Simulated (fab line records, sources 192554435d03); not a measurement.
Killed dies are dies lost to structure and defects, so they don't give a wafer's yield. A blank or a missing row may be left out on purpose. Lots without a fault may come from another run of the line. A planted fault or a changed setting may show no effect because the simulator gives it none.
Tool commonality check | flow n5_finfet | 11 lots, 29 wafers sampled

WHY IT WAS OPENED
At N5_PMOS_HMC_CHANNEL_EPI_OVL_MEAS_10 the reading PMOS_HMC_BLK_OVL is flagged on 2 of 11 lots. Wafers without a fault read -0.5 nm, standard deviation 0.74.
Rule: a lot is flagged when every wafer of it that has a number lies more than 4 standard deviations from that mean, or none has a number. The other lots count as sound.

lot  | measured    | on         | PMOS_HMC_BLK_OVL (nm), wafer by wafer | flag
L251 | day 1 16:55 | overlay-02 | -0.3 0.0 -0.5                         |
L252 | day 2 00:04 | overlay-02 | -0.3 0.1 0.8                          |
L253 | day 2 05:03 | overlay-02 | -0.2 -1.2 -1.1                        |
L254 | day 2 11:47 | overlay-01 | -0.3 -0.3 -0.3                        |
L255 | day 2 17:17 | overlay-01 | 0.2 -0.7                              |
L256 | day 2 23:28 | overlay-01 | -3.1 -1.9                             |
L257 | day 3 05:01 | overlay-01 | 0.1 0.7                               |
L258 | day 3 11:50 | overlay-02 | -1.4 -0.7                             |
L260 | day 4 01:40 | overlay-02 | -0.8 -0.7 0.0                         |
L265 | day 5 05:53 | overlay-01 | 40.9 39.5 40.1                        | FLAGGED
L269 | day 6 05:29 | overlay-01 | 40.0 40.0 39.6                        | FLAGGED
The numbers of the flagged lots are 40.0 nm on average: +40.5 nm against the usual, or +55 standard deviations.

WHICH TOOL RAN EACH LOT
The record holds 3 process steps before the reading, out of a route of 1938 steps. In each cell: the tool, then ch and the chambers that the sampled wafers went through, then the start.
lot  | flag    | N5_ZERO_LAYER_ETCH_18           | N5_WELL_APT_RTA_34              | N5_PMOS_HMC_CHANNEL_EPI_EXPOSE_06
L251 |         | rie_si-02 ch 2,3, day 1 12:55   | rtp_anneal-01 ch 0, day 1 15:43 | arfi_scanner-02 ch 0, day 1 16:46
L252 |         | rie_si-06 ch 0,1,2, day 1 19:08 | rtp_anneal-01 ch 0, day 1 22:41 | arfi_scanner-02 ch 0, day 1 23:55
L253 |         | rie_si-02 ch 1,2,3, day 2 00:55 | rtp_anneal-02 ch 0, day 2 03:42 | arfi_scanner-03 ch 0, day 2 04:53
L254 |         | rie_si-02 ch 2,3, day 2 06:59   | rtp_anneal-02 ch 0, day 2 10:28 | arfi_scanner-02 ch 0, day 2 11:38
L255 |         | rie_si-06 ch 1,2, day 2 12:55   | rtp_anneal-01 ch 0, day 2 15:55 | arfi_scanner-03 ch 0, day 2 17:08
L256 |         | rie_si-02 ch 1, day 2 19:20     | rtp_anneal-01 ch 0, day 2 22:15 | arfi_scanner-03 ch 0, day 2 23:19
L257 |         | rie_si-02 ch 0,3, day 3 00:55   | rtp_anneal-02 ch 0, day 3 03:40 | arfi_scanner-01 ch 0, day 3 04:52
L258 |         | rie_si-02 ch 2,3, day 3 06:55   | rtp_anneal-02 ch 0, day 3 10:33 | arfi_scanner-03 ch 0, day 3 11:42
L260 |         | rie_si-04 ch 0,2,3, day 3 18:55 | rtp_anneal-02 ch 0, day 4 00:15 | arfi_scanner-03 ch 0, day 4 01:31
L265 | FLAGGED | rie_si-02 ch 0,1,3, day 5 00:55 | rtp_anneal-01 ch 0, day 5 04:05 | arfi_scanner-01 ch 0, day 5 05:44
L269 | FLAGGED | rie_si-06 ch 1,2, day 6 00:55   | rtp_anneal-01 ch 0, day 6 03:56 | arfi_scanner-01 ch 0, day 6 05:20
What these steps do:
- N5_ZERO_LAYER_ETCH_18: etches Si in HBr/Cl2, target depth 120 nm, time 40 s.
- N5_WELL_APT_RTA_34: time 10 s.
- N5_PMOS_HMC_CHANNEL_EPI_EXPOSE_06: exposes mask PMOS HMC BLK, target cd 240 nm.
- N5_PMOS_HMC_CHANNEL_EPI_OVL_MEAS_10

FLAGGED OVER TOTAL, TOOL BY TOOL (the gauges that took the reading come last)
step                                | tool            | lots run | flagged | share of the flagged lots | sound lots run after its first flagged lot
N5_ZERO_LAYER_ETCH_18               | rie_si-02       | 7        | 1       | some                      | 0
N5_ZERO_LAYER_ETCH_18               | rie_si-04       | 1        | 0       | none                      | -
N5_ZERO_LAYER_ETCH_18               | rie_si-06       | 3        | 1       | some                      | 0
N5_WELL_APT_RTA_34                  | rtp_anneal-01   | 6        | 2       | all                       | 0
N5_WELL_APT_RTA_34                  | rtp_anneal-02   | 5        | 0       | none                      | -
N5_PMOS_HMC_CHANNEL_EPI_EXPOSE_06   | arfi_scanner-01 | 3        | 2       | all                       | 0
N5_PMOS_HMC_CHANNEL_EPI_EXPOSE_06   | arfi_scanner-02 | 3        | 0       | none                      | -
N5_PMOS_HMC_CHANNEL_EPI_EXPOSE_06   | arfi_scanner-03 | 5        | 0       | none                      | -
N5_PMOS_HMC_CHANNEL_EPI_OVL_MEAS_10 | overlay-01      | 6        | 2       | all                       | 0
N5_PMOS_HMC_CHANNEL_EPI_OVL_MEAS_10 | overlay-02      | 5        | 0       | none                      | -

WHAT THE TABLE ALLOWS
3 rows of the table ran every flagged lot: rtp_anneal-01 at N5_WELL_APT_RTA_34, arfi_scanner-01 at N5_PMOS_HMC_CHANNEL_EPI_EXPOSE_06, overlay-01 at N5_PMOS_HMC_CHANNEL_EPI_OVL_MEAS_10.
- rtp_anneal-01 at N5_WELL_APT_RTA_34: 2 of its 6 lots flagged. Its last sound lot is L256 (day 2 22:15), its first flagged lot L265 (day 5 04:05): a fault that began between those two fits.
- arfi_scanner-01 at N5_PMOS_HMC_CHANNEL_EPI_EXPOSE_06: 2 of its 3 lots flagged. Its last sound lot is L257 (day 3 04:52), its first flagged lot L265 (day 5 05:44): a fault that began between those two fits.
- overlay-01 at N5_PMOS_HMC_CHANNEL_EPI_OVL_MEAS_10: 2 of its 6 lots flagged. Its last sound lot is L257 (day 3 05:01), its first flagged lot L265 (day 5 05:53): a fault that began between those two fits.
Counting lots can't tell these 3 tools apart, because each fits a fault that began at some hour. More lots, or a look at what each step does to the wafer, might.

WHAT THE SIMULATOR HAD PUT IN
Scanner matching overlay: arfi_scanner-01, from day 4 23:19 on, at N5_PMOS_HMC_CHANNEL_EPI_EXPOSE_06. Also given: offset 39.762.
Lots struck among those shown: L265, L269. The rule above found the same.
